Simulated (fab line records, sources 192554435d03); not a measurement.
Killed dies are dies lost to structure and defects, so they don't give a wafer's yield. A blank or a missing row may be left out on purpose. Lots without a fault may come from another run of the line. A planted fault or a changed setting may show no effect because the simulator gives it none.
Which tool did it? | flow n5_finfet | 15 lots, 44 wafers sampled, at 8 steps of a route of 1938

WHAT THE GAUGES READ, wafer by wafer
N5_FIN_SAQP_CD_MEAS_27: target cd 20 nm. Usual: cd_nm 20.31 nm, standard deviation 0.24.
lot  | measured    | on        | cd_nm (nm)        | flag
L130 | day 2 06:01 | cd_sem-01 | 20.26 20.14 20.39 |
L132 | day 2 17:56 | cd_sem-01 | 20.38 20.57 19.98 |
L133 | day 2 23:41 | cd_sem-02 | 20.20 19.95 20.50 |
L134 | day 3 06:01 | cd_sem-01 | 20.58 20.44 20.44 |
L135 | day 3 11:24 | cd_sem-03 | 20.59 20.67 20.50 |
L136 | day 3 19:50 | cd_sem-01 | 20.05 20.21 20.53 |
L137 | day 3 23:31 | cd_sem-01 | 20.03 20.05 20.11 |
L140 | day 5 00:25 | cd_sem-03 | 20.59 19.84 20.09 |
L141 | day 5 01:56 | cd_sem-01 | 20.10 20.70 20.36 |
L143 | day 5 12:23 | cd_sem-03 | 20.46 20.05 20.43 |
L145 | day 6 00:06 | cd_sem-01 | 20.76 20.29       |
L149 | day 7 01:07 | cd_sem-03 | 20.38 20.38 20.24 |
L150 | day 7 06:20 | cd_sem-01 | 19.77 19.78 20.11 |
L151 | day 7 12:10 | cd_sem-01 | 20.36 20.33 20.21 |
L152 | day 7 18:47 | cd_sem-02 | 20.74 20.43 20.38 |

N5_FIN_SAQP_CD_MEAS_31: target cd 8 nm. Usual: cd_nm 8.09 nm, standard deviation 0.25.
lot  | measured    | on        | cd_nm (nm)     | flag
L130 | day 2 08:05 | cd_sem-03 | 8.26 7.83 8.28 |
L132 | day 2 19:53 | cd_sem-02 | 7.89 8.21 8.18 |
L133 | day 3 02:07 | cd_sem-02 | 7.92 8.18 8.00 |
L134 | day 3 07:50 | cd_sem-03 | 8.31 8.30 7.87 |
L135 | day 3 12:57 | cd_sem-02 | 7.88 7.96 8.23 |
L136 | day 3 21:38 | cd_sem-01 | 8.13 8.18 8.59 |
L137 | day 4 01:14 | cd_sem-01 | 8.12 8.44 7.92 |
L140 | day 5 02:28 | cd_sem-01 | 7.98 8.11 7.73 |
L141 | day 5 04:40 | cd_sem-02 | 7.93 7.97 8.74 |
L143 | day 5 14:17 | cd_sem-01 | 8.70 7.93 8.13 |
L145 | day 6 02:00 | cd_sem-01 | 8.11 7.71      |
L149 | day 7 03:31 | cd_sem-01 | 2.97 2.67 3.36 | OFF
L150 | day 7 07:58 | cd_sem-03 | 2.96 2.95 2.64 | OFF
L151 | day 7 13:51 | cd_sem-03 | 2.39 2.94 3.30 | OFF
L152 | day 7 20:19 | cd_sem-03 | 8.37 7.97 8.65 |

N5_STI_FIN_REVEAL_CD_MEAS_22: target cd 6.238 nm, pitch 28 nm. Usual: cd_nm 6.19 nm, standard deviation 0.29.
lot  | measured    | on        | cd_nm (nm)     | flag
L130 | day 2 19:28 | cd_sem-02 | 6.66 6.37 6.23 |
L132 | day 3 07:41 | cd_sem-03 | 6.27 6.07 6.75 |
L133 | day 3 13:18 | cd_sem-03 | 6.02 6.19 5.94 |
L134 | day 3 18:49 | cd_sem-03 | 6.42 6.64 6.38 |
L135 | day 4 00:04 | cd_sem-01 | 5.80 6.32 6.49 |
L136 | day 4 09:12 | cd_sem-03 | 6.26 6.23 6.56 |
L137 | day 4 12:22 | cd_sem-01 | 6.40 6.75 6.33 |
L140 | day 5 14:58 | cd_sem-01 | 6.24 6.38 5.83 |
L141 | day 5 16:33 | cd_sem-01 | 6.59 6.27 6.44 |
L143 | day 6 01:50 | cd_sem-02 | 6.73 6.35 6.59 |
L145 | day 6 12:49 | cd_sem-02 | 6.13 6.11      |
L149 | day 7 14:40 | cd_sem-01 | 1.07 1.21 0.94 | OFF
L150 | day 7 18:28 | cd_sem-02 | 0.94 0.86 0.61 | OFF
L151 | day 8 00:58 | cd_sem-03 | 0.81 1.22 1.31 | OFF
L152 | day 8 07:00 | cd_sem-03 | 6.07 5.89 6.22 |

N5_BEOL_M4_RC_MEAS_101. Usual: DIBL_N 36.2 mV/V, standard deviation 2; DIBL_P 36.1 mV/V, standard deviation 2.4; IOFF_N 0.16 nA/um, standard deviation 0.035; IOFF_N_85C 3.1 nA/um, standard deviation 0.58; IOFF_N_LIN 0.073 nA/um, standard deviation 0.014; IOFF_P 0.22 nA/um, standard deviation 0.041; IOFF_P_85C 3.7 nA/um, standard deviation 0.58; IOFF_P_LIN 0.102 nA/um, standard deviation 0.015; ION_N 675 uA/um, standard deviation 14; ION_P 465 uA/um, standard deviation 8.6; SS_N 71.5 mV/dec, standard deviation 0.64; SS_P 73.2 mV/dec, standard deviation 0.76; VT_N 250 mV, standard deviation 3.9; VT_N_LVT 100 mV, standard deviation 3.9; VT_P -249 mV, standard deviation 3.4; VT_P_LVT -99 mV, standard deviation 3.4.
lot  | measured     | on        | DIBL_N (mV/V)  | DIBL_P (mV/V)   | IOFF_N (nA/um) | IOFF_N_85C (nA/um) | IOFF_N_LIN (nA/um) | IOFF_P (nA/um) | IOFF_P_85C (nA/um) | IOFF_P_LIN (nA/um) | ION_N (uA/um) | ION_P (uA/um) | SS_N (mV/dec)  | SS_P (mV/dec)  | VT_N (mV)   | VT_N_LVT (mV) | VT_P (mV)      | VT_P_LVT (mV)  | flag
L130 | day 8 23:46  | prober-01 | 34.7 35.5 35.6 | 37.9 37.3 38.7  | 0.14 0.15 0.15 | 2.8 3.0 3.0        | 0.066 0.069 0.071  | 0.24 0.23 0.26 | 4.1 3.9 4.3        | 0.117 0.112 0.120  | 670 667 663   | 471 460 470   | 70.7 71.5 71.1 | 73.3 73.1 74.4 | 253 252 251 | 100 99 100    | -247 -249 -245 | -96 -97 -95    |
L132 | day 9 04:04  | prober-02 | 36.6 35.0 37.3 | 35.9 33.7 37.3  | 0.18 0.14 0.20 | 3.4 2.8 3.7        | 0.083 0.066 0.088  | 0.23 0.18 0.25 | 4.0 3.3 4.4        | 0.106 0.091 0.114  | 688 659 688   | 476 447 469   | 71.7 71.1 71.7 | 73.7 72.8 74.3 | 245 251 241 | 95 100 94     | -248 -252 -246 | -94 -99 -94    |
L133 | day 9 07:08  | prober-02 | 32.9 34.0 33.6 | 33.1 35.1 35.0  | 0.10 0.12 0.10 | 2.1 2.5 2.2        | 0.049 0.058 0.050  | 0.15 0.18 0.17 | 2.7 3.3 3.1        | 0.076 0.091 0.085  | 650 658 643   | 449 463 454   | 71.1 71.1 70.4 | 71.9 72.5 73.3 | 256 254 257 | 107 102 107   | -252 -250 -252 | -103 -101 -102 |
L134 | day 9 17:11  | prober-02 | 38.1 38.1 37.6 | 38.2 38.2 37.4  | 0.18 0.17 0.17 | 3.5 3.2 3.2        | 0.082 0.076 0.077  | 0.24 0.24 0.23 | 4.0 4.0 3.9        | 0.109 0.109 0.106  | 681 670 672   | 465 457 463   | 72.1 72.8 72.0 | 74.5 73.7 73.8 | 247 251 248 | 96 98 98      | -249 -247 -251 | -97 -98 -98    |
L135 | day 9 14:08  | prober-01 | 34.8 35.7 35.7 | 34.5 36.2 36.0  | 0.13 0.16 0.16 | 2.8 3.1 3.1        | 0.065 0.075 0.075  | 0.20 0.22 0.23 | 3.4 3.8 3.8        | 0.096 0.105 0.106  | 665 680 675   | 456 470 476   | 71.7 71.5 71.6 | 72.6 73.6 72.8 | 248 248 249 | 101 98 98     | -251 -246 -249 | -99 -98 -97    |
L136 | day 10 09:42 | prober-01 | 38.1 35.5 39.5 | 38.1 34.8 39.4  | 0.19 0.14 0.23 | 3.6 2.9 4.3        | 0.086 0.066 0.099  | 0.27 0.23 0.31 | 4.5 3.8 5.0        | 0.125 0.110 0.136  | 684 669 694   | 475 472 474   | 71.7 71.5 72.5 | 73.3 72.6 74.0 | 246 253 246 | 97 102 95     | -244 -249 -245 | -94 -96 -91    |
L137 | day 9 21:13  | prober-01 | 35.8 39.0 36.4 | 36.1 40.3 37.6  | 0.17 0.22 0.18 | 3.3 4.1 3.4        | 0.072 0.090 0.081  | 0.22 0.29 0.25 | 3.7 4.7 4.1        | 0.108 0.128 0.117  | 674 679 686   | 459 463 467   | 72.0 72.3 70.7 | 72.8 73.5 74.2 | 245 248 248 | 99 97 98      | -247 -244 -245 | -96 -95 -96    |
L140 | day 11 05:33 | prober-01 | 38.2 35.1 32.3 | 39.7 34.7 31.9  | 0.21 0.14 0.10 | 3.9 2.8 2.1        | 0.095 0.067 0.052  | 0.33 0.23 0.18 | 5.2 3.9 3.2        | 0.144 0.114 0.096  | 696 664 664   | 486 467 468   | 71.9 71.1 70.6 | 73.6 73.7 70.9 | 245 249 255 | 96 103 107    | -240 -247 -249 | -93 -98 -101   |
L141 | day 11 16:47 | prober-02 | 34.5 37.8 36.8 | 37.1 40.2 39.5  | 0.17 0.21 0.19 | 3.2 3.9 3.6        | 0.078 0.090 0.085  | 0.26 0.30 0.29 | 4.4 5.0 4.8        | 0.121 0.133 0.129  | 700 692 701   | 483 479 482   | 71.5 72.4 71.1 | 73.2 73.9 73.4 | 245 248 248 | 97 97 98      | -246 -243 -244 | -93 -94 -93    |
L143 | day 11 22:15 | prober-01 | 38.9 39.1 36.9 | 38.2 38.8 34.9  | 0.21 0.21 0.16 | 4.0 3.9 3.2        | 0.097 0.092 0.075  | 0.26 0.28 0.22 | 4.4 4.7 3.8        | 0.118 0.125 0.104  | 693 697 672   | 479 473 459   | 72.0 71.6 71.2 | 73.1 74.4 74.1 | 242 247 247 | 92 95 97      | -246 -244 -249 | -95 -94 -98    |
L145 | day 12 00:33 | prober-01 | 36.6 33.0      | 37.2 31.7       | 0.16 0.10      | 3.0 2.0            | 0.073 0.048        | 0.23 0.16      | 4.0 2.8            | 0.114 0.085        | 677 653       | 472 453       | 71.4 71.0      | 72.4 71.6      | 249 255     | 102 108       | -246 -251      | -98 -103       |
L149 | day 13 09:20 | prober-02 | 6.3 4.5 0.9    | -8.9 -9.2 -13.8 | 0.00 0.00 0.00 | 0.1 0.1 0.1        | 0.002 0.002 0.001  | 0.01 0.01 0.00 | 0.2 0.2 0.1        | 0.008 0.008 0.006  | 438 428 412   | 343 342 337   | 64.6 64.7 63.7 | 62.3 62.5 60.6 | 324 325 329 | 173 175 180   | -298 -296 -299 | -145 -145 -147 | OFF
L150 | day 13 07:56 | prober-02 | 3.1 6.7 7.3    | -9.2 -5.1 -3.9  | 0.00 0.00 0.00 | 0.1 0.1 0.1        | 0.001 0.002 0.002  | 0.00 0.01 0.01 | 0.1 0.2 0.2        | 0.006 0.007 0.007  | 428 424 436   | 333 336 338   | 63.6 65.7 65.6 | 62.2 63.3 62.9 | 330 329 332 | 180 178 179   | -301 -298 -300 | -154 -151 -149 | OFF
L151 | day 13 10:43 | prober-01 | 3.8 5.8 5.8    | -8.7 -6.4 -6.4  | 0.00 0.00 0.00 | 0.1 0.1 0.1        | 0.001 0.002 0.002  | 0.01 0.01 0.01 | 0.2 0.2 0.2        | 0.007 0.008 0.009  | 424 439 433   | 337 345 342   | 64.8 64.6 65.2 | 61.9 63.5 63.2 | 328 322 325 | 178 173 174   | -298 -298 -293 | -148 -146 -143 | OFF
L152 | day 14 02:49 | prober-01 | 36.4 36.0 33.9 | 36.3 36.5 33.8  | 0.15 0.14 0.12 | 2.8 2.8 2.5        | 0.064 0.065 0.058  | 0.18 0.18 0.16 | 3.3 3.3 2.8        | 0.088 0.088 0.079  | 654 671 669   | 446 454 458   | 71.6 71.5 70.8 | 73.3 73.3 71.7 | 257 254 254 | 105 104 104   | -255 -254 -256 | -103 -104 -104 |

WHICH TOOL RAN EACH LOT (tool, then ch and the chambers of the sampled wafers, then the start)
lot  | N5_FIN_SAQP_SPACER1_ALD_24       | N5_FIN_SAQP_ETCH_69               | N5_FIN_SAQP_SPACER2_ALD_28       | N5_FIN_SAQP_HM_CD_35
L130 | ald_sin-01 ch 0,1,2, day 2 05:02 | rie_diel-04 ch 2,3, day 2 07:15   | ald_sin-03 ch 0,1,2, day 2 07:34 | cd_sem-01, day 2 08:21
L132 | ald_sin-03 ch 1,3, day 2 16:58   | rie_diel-01 ch 0,3, day 2 19:04   | ald_sin-03 ch 1,2,3, day 2 19:22 | cd_sem-02, day 2 20:10
L133 | ald_sin-03 ch 1,2,3, day 2 22:44 | rie_diel-03 ch 0,1,3, day 3 00:25 | ald_sin-03 ch 0,1,2, day 3 01:36 | cd_sem-01, day 3 02:24
L134 | ald_sin-01 ch 1,2, day 3 05:05   | rie_diel-03 ch 1,2,3, day 3 06:44 | ald_sin-02 ch 0,2,3, day 3 07:02 | cd_sem-02, day 3 08:20
L135 | ald_sin-01 ch 0,1,3, day 3 10:29 | rie_diel-03 ch 1,3, day 3 12:07   | ald_sin-01 ch 1,3, day 3 12:25   | cd_sem-02, day 3 13:13
L136 | ald_sin-03 ch 1,2, day 3 18:55   | rie_diel-03 ch 1,2, day 3 20:49   | ald_sin-01 ch 0,1,3, day 3 21:07 | cd_sem-01, day 3 21:56
L137 | ald_sin-01 ch 0,1, day 3 22:37   | rie_diel-01 ch 1,2, day 4 00:14   | ald_sin-01 ch 1,2,3, day 4 00:40 | cd_sem-01, day 4 01:31
L140 | ald_sin-02 ch 0,3, day 4 23:28   | rie_diel-01 ch 0,2,3, day 5 01:18 | ald_sin-01 ch 0,1,3, day 5 01:47 | cd_sem-01, day 5 02:50
L141 | ald_sin-02 ch 2,3, day 5 00:55   | rie_diel-04 ch 0,2, day 5 03:11   | ald_sin-02 ch 0,1,2, day 5 04:08 | cd_sem-01, day 5 04:56
L143 | ald_sin-03 ch 0,1,2, day 5 11:28 | rie_diel-04 ch 0,1,2, day 5 13:28 | ald_sin-02 ch 0,2,3, day 5 13:46 | cd_sem-02, day 5 14:33
L145 | ald_sin-02 ch 2,3, day 5 23:08   | rie_diel-03 ch 0,2, day 6 01:07   | ald_sin-01 ch 1, day 6 01:25     | cd_sem-01, day 6 02:22
L149 | ald_sin-01 ch 1,2, day 7 00:11   | rie_diel-03 ch 2,3, day 7 02:09   | ald_sin-02 ch 0,2,3, day 7 03:00 | cd_sem-02, day 7 03:47
L150 | ald_sin-03 ch 0,1, day 7 05:25   | rie_diel-01 ch 0,3, day 7 07:08   | ald_sin-02 ch 0,3, day 7 07:26   | cd_sem-03, day 7 08:14
L151 | ald_sin-01 ch 0,3, day 7 11:15   | rie_diel-04 ch 0,2, day 7 12:56   | ald_sin-02 ch 1,3, day 7 13:15   | cd_sem-03, day 7 14:10
L152 | ald_sin-01 ch 0,2,3, day 7 17:52 | rie_diel-03 ch 0,1,3, day 7 19:30 | ald_sin-01 ch 0,2,3, day 7 19:48 | cd_sem-01, day 7 20:35
- N5_FIN_SAQP_SPACER1_ALD_24: deposits SiO2, target thk 20.3 nm, pulse time 1 s, purge time 2 s.
- N5_FIN_SAQP_ETCH_69: etches SOC in N2/H2, stops on SiNx, target depth 150 nm.
- N5_FIN_SAQP_SPACER2_ALD_28: deposits SiO2, target thk 8.1 nm, pulse time 1 s, purge time 2 s.
- N5_FIN_SAQP_HM_CD_35: target cd 8 nm.

WHAT THE TOOLS THEMSELVES READ (means of the sampled wafers that have a number; where no wafer has one, the mark that the record gives instead)
N5_FIN_SAQP_SPACER1_ALD_24. Usual: heater_power_w 447 W, standard deviation 34; precursor_pulse_height_rel 1.003, standard deviation 0.02.
lot  | tool       | heater_power_w (W) | precursor_pulse_height_rel | flag
L130 | ald_sin-01 | 451                | 0.998                      |
L132 | ald_sin-03 | 454                | 0.998                      |
L133 | ald_sin-03 | 462                | 1.005                      |
L134 | ald_sin-01 | 456                | 1.001                      |
L135 | ald_sin-01 | 410                | 1.001                      |
L136 | ald_sin-03 | 468                | 0.999                      |
L137 | ald_sin-01 | 448                | 1.010                      |
L140 | ald_sin-02 | 439                | 0.970                      |
L141 | ald_sin-02 | 481                | 1.002                      |
L143 | ald_sin-03 | 450                | 1.015                      |
L145 | ald_sin-02 | 472                | 1.001                      |
L149 | ald_sin-01 | 460                | 1.026                      |
L150 | ald_sin-03 | 429                | 1.010                      |
L151 | ald_sin-01 | 436                | 1.006                      |
L152 | ald_sin-01 | 443                | 1.006                      |

N5_FIN_SAQP_ETCH_69. Usual: drypump_motor_current_A 5.6 A, standard deviation 0.39; oes_product_au 0.77 a.u., standard deviation 0.093; rf_vpp_V 240.7 V, standard deviation 1.2; showerhead_plenum_p_Torr 2.53 Torr, standard deviation 0.062; throttle_valve_pct 17.7 %, standard deviation 0.32.
lot  | tool        | drypump_motor_current_A (A) | oes_product_au (a.u.) | rf_vpp_V (V) | showerhead_plenum_p_Torr (Torr) | throttle_valve_pct (%) | flag
L130 | rie_diel-04 | 5.3                         | 0.87                  | 239.0        | 2.48                            | 17.4                   |
L132 | rie_diel-01 | 5.4                         | 0.74                  | 241.8        | 2.57                            | 17.7                   |
L133 | rie_diel-03 | 5.6                         | 0.72                  | 240.4        | 2.56                            | 18.0                   |
L134 | rie_diel-03 | 5.4                         | 0.70                  | 240.4        | 2.58                            | 17.9                   |
L135 | rie_diel-03 | 5.2                         | 0.70                  | 241.4        | 2.58                            | 18.1                   |
L136 | rie_diel-03 | 5.4                         | 0.69                  | 241.9        | 2.61                            | 17.7                   |
L137 | rie_diel-01 | 5.8                         | 0.82                  | 241.2        | 2.57                            | 17.4                   |
L140 | rie_diel-01 | 5.7                         | 0.71                  | 240.0        | 2.53                            | 17.8                   |
L141 | rie_diel-04 | 5.9                         | 0.77                  | 240.5        | 2.48                            | 17.5                   |
L143 | rie_diel-04 | 5.7                         | 0.85                  | 238.8        | 2.49                            | 17.5                   |
L145 | rie_diel-03 | 6.0                         | 0.84                  | 241.1        | 2.56                            | 17.6                   |
L149 | rie_diel-03 | 5.5                         | 0.77                  | 241.2        | 2.55                            | 18.0                   |
L150 | rie_diel-01 | 5.5                         | 0.72                  | 241.0        | 2.56                            | 17.7                   |
L151 | rie_diel-04 | 5.7                         | 0.79                  | 240.2        | 2.47                            | 17.4                   |
L152 | rie_diel-03 | 5.6                         | 0.77                  | 240.2        | 2.54                            | 17.9                   |

N5_FIN_SAQP_SPACER2_ALD_28. Usual: heater_power_w 452 W, standard deviation 35; precursor_pulse_height_rel 1.004, standard deviation 0.022.
lot  | tool       | heater_power_w (W) | precursor_pulse_height_rel | flag
L130 | ald_sin-03 | 456                | 0.984                      |
L132 | ald_sin-03 | 466                | 1.014                      |
L133 | ald_sin-03 | 452                | 1.009                      |
L134 | ald_sin-02 | 460                | 1.013                      |
L135 | ald_sin-01 | 403                | 0.999                      |
L136 | ald_sin-01 | 417                | 1.014                      |
L137 | ald_sin-01 | 427                | 1.007                      |
L140 | ald_sin-01 | 419                | 1.005                      |
L141 | ald_sin-02 | 489                | 1.006                      |
L143 | ald_sin-02 | 457                | 0.992                      |
L145 | ald_sin-01 | 408                | 1.021                      |
L149 | ald_sin-02 | 463                | 0.989                      |
L150 | ald_sin-02 | 450                | 0.982                      |
L151 | ald_sin-02 | 475                | 1.003                      |
L152 | ald_sin-01 | 444                | 1.024                      |

N5_FIN_SAQP_HM_CD_35. Usual: cd_nm 8.03 nm, standard deviation 0.28.
lot  | tool      | cd_nm (nm) | flag
L130 | cd_sem-01 | 7.97       |
L132 | cd_sem-02 | 8.41       |
L133 | cd_sem-01 | 7.89       |
L134 | cd_sem-02 | 8.30       |
L135 | cd_sem-02 | 8.14       |
L136 | cd_sem-01 | 8.18       |
L137 | cd_sem-01 | 7.97       |
L140 | cd_sem-01 | 7.88       |
L141 | cd_sem-01 | 8.33       |
L143 | cd_sem-02 | 8.22       |
L145 | cd_sem-01 | 7.50       |
L149 | cd_sem-02 | 2.88       | OFF
L150 | cd_sem-03 | 2.70       | OFF
L151 | cd_sem-03 | 2.93       | OFF
L152 | cd_sem-01 | 8.06       |

THE ANSWER, worked out from the rows above alone
Rule: a lot is off if the mean of its wafers that have a number lies more than 3 standard deviations from the usual mean. A lot without any number at a reading at which 4 lots or more have one is off too. The other lots that the step has rows for count as sound. The gauges are gone through in route order, then the tools' own readings, and for those a lot's mean is taken as printed above. The first step at which some lot is off is used, and at that step the reading that is off furthest; a lot without a number counts as furthest.
Off: L149, L150, L151, at N5_FIN_SAQP_CD_MEAS_31 (cd_nm).
A tool fits if, at a process step before that reading, it ran every lot that is off, and no sound lot after the first of them. The gauges at N5_FIN_SAQP_CD_MEAS_31 aren't tried: what is off there is off at N5_BEOL_M4_RC_MEAS_101 too, on other tools, and a gauge's error can't cause that. One fits: ald_sin-02 at N5_FIN_SAQP_SPACER2_ALD_28. Its last sound lot is L143 (day 5 13:46), its first lot that is off L149 (day 7 03:00): a fault that began between those two fits.

WHAT THE SIMULATOR HAD PUT IN
Process parameter drift: ald_sin-02, from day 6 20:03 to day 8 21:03, at N5_FIN_SAQP_SPACER2_ALD_28. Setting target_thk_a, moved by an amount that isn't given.
Lots struck among those shown: L149, L150, L151. The rule above found the same.
